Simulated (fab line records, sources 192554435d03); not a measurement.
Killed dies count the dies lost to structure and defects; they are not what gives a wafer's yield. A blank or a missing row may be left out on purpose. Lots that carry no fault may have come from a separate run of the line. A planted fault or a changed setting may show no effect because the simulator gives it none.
Split-lot experiment	flow n5_finfet	21 wafers read across 7 lots, on a route 1938 steps long

SPLIT DETAILS
At N5_BEOL_M13_COAT_04 (resist thk 400 nm), the setting spin_rpm was moved away from the recipe's 1625 rpm on 6 of the 21 wafers read, by -11.0% to +5.7%. All remaining wafers had this setting at the recipe value.

FROM THE SPLIT TO THE READING: what the file shows between them, 3 steps
- N5_BEOL_M13_EBR_06
- N5_BEOL_M13_SOFTBAKE_05: time 60 s
- N5_BEOL_M13_DESCUM_15: chemistry O2, time 7.9 s

THE READING
coat_of_BEOL_M13_COAT_04.thk_nm (the simulator's own value, which no gauge read), in nm, at N5_BEOL_M13_ETCH_59 (etches BARC in N2/H2, target depth 89 nm, overetch 26.7 nm, time 67.9 s). The file gives no usual value for it. Across the 15 wafers here that went through the recipe, the average is 316.3 nm and the standard deviation 1.6 nm.

wafer	tool, chamber at the split	spin_rpm as run, rpm	against the recipe	coat_of_BEOL_M13_COAT_04.thk_nm, nm	against lot-mates on the recipe
L079.3	litho_track-03, 0	1625	recipe	318.4	-
L079.4	litho_track-03, 0	1718	+5.7%	308.2	-9.9
L079.6	litho_track-03, 0	1625	recipe	317.8	-
L075.2	litho_track-04, 0	1625	recipe	315.6	-
L075.3	litho_track-04, 0	1625	recipe	316.2	-
L075.6	litho_track-04, 0	1447	-11.0%	341.6	+25.7
L081.1	litho_track-04, 0	1625	recipe	314.6	-
L081.2	litho_track-04, 0	1625	recipe	319	-
L081.4	litho_track-04, 0	1625	recipe	317.4	-
L088.1	litho_track-01, 0	1625	recipe	317	-
L088.2	litho_track-01, 0	1625	recipe	317.2	-
L088.4	litho_track-01, 0	1625	recipe	315.8	-
L091.2	litho_track-03, 0	1706	+5.0%	310	-2.8
L091.4	litho_track-03, 0	1625	recipe	312.8	-
L091.6	litho_track-03, 0	1706	+5.0%	309	-3.8
L095.1	litho_track-03, 0	1625	recipe	316.6	-
L095.3	litho_track-03, 0	1625	recipe	315.4	-
L095.4	litho_track-03, 0	1625	recipe	314	-
L096.4	litho_track-01, 0	1625	recipe	317.4	-
L096.5	litho_track-01, 0	1676	+3.1%	309.2	-8.2
L096.6	litho_track-01, 0	1676	+3.1%	310.8	-6.6

FIT RESULTS
A straight line over all 21 wafers: coat_of_BEOL_M13_COAT_04.thk_nm changes by -1.97 nm for each +1% of spin_rpm; r = -0.96; the points scatter about the line by 2 nm.
The same after taking each lot's own level away (the mean of its wafers on the recipe; 21 wafers): -1.92 nm for each +1%; r = -0.94; scatter 2.4 nm.
According to that fit, moving spin_rpm by its largest amount changes the reading by 21 nm.
The lots' own levels span 312.80 to 318.10 nm, that is 3.3 times the standard deviation above.
Hence the lot-to-lot level has little effect on the slope; both slopes agree.
Check: +14.1 nm against its lot-mates is what the line predicts for one of the wafers moved furthest among these (-11.0%) when that wafer is left out of the fit. Against them it came out at +25.7 nm.

THE WHOLE CHAIN: every reading that the file lists as answering this split, in the file's order
step	what it does	reading	change (the file's fit)	r (the file's)
N5_BEOL_M13_COAT_04	resist thk 400 nm	coat_of_BEOL_M13_COAT_04.thk_nm (the simulator's own value, which no gauge read)	-2.11 nm for each +1% of the setting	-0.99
N5_BEOL_M13_ETCH_59	etches BARC in N2/H2, target depth 89 nm, overetch 26.7 nm, time 67.9 s	coat_of_BEOL_M13_COAT_04.thk_nm (the simulator's own value, which no gauge read)	-2.02 nm for each +1% of the setting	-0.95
N5_BEOL_M13_VIA_ETCH_16	etches SiOC in C4F8/O2/Ar, target depth 921.7 nm	coat_of_BEOL_M13_COAT_04.thk_nm (the simulator's own value, which no gauge read)	-2.19 nm for each +1% of the setting, in a fit together with time_s@BEOL_M13_ILD_DEP_00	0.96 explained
N5_BEOL_M13_STRIP_63	strips in N2/H2	strip_time_to_endpoint_s	withheld for each +1% of the setting, in a fit together with time_s@BEOL_M13_ILD_DEP_00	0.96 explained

THE FILE'S OWN FIT
coat_of_BEOL_M13_COAT_04.thk_nm changes by -2.02 nm for each +1% of spin_rpm, r = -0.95.
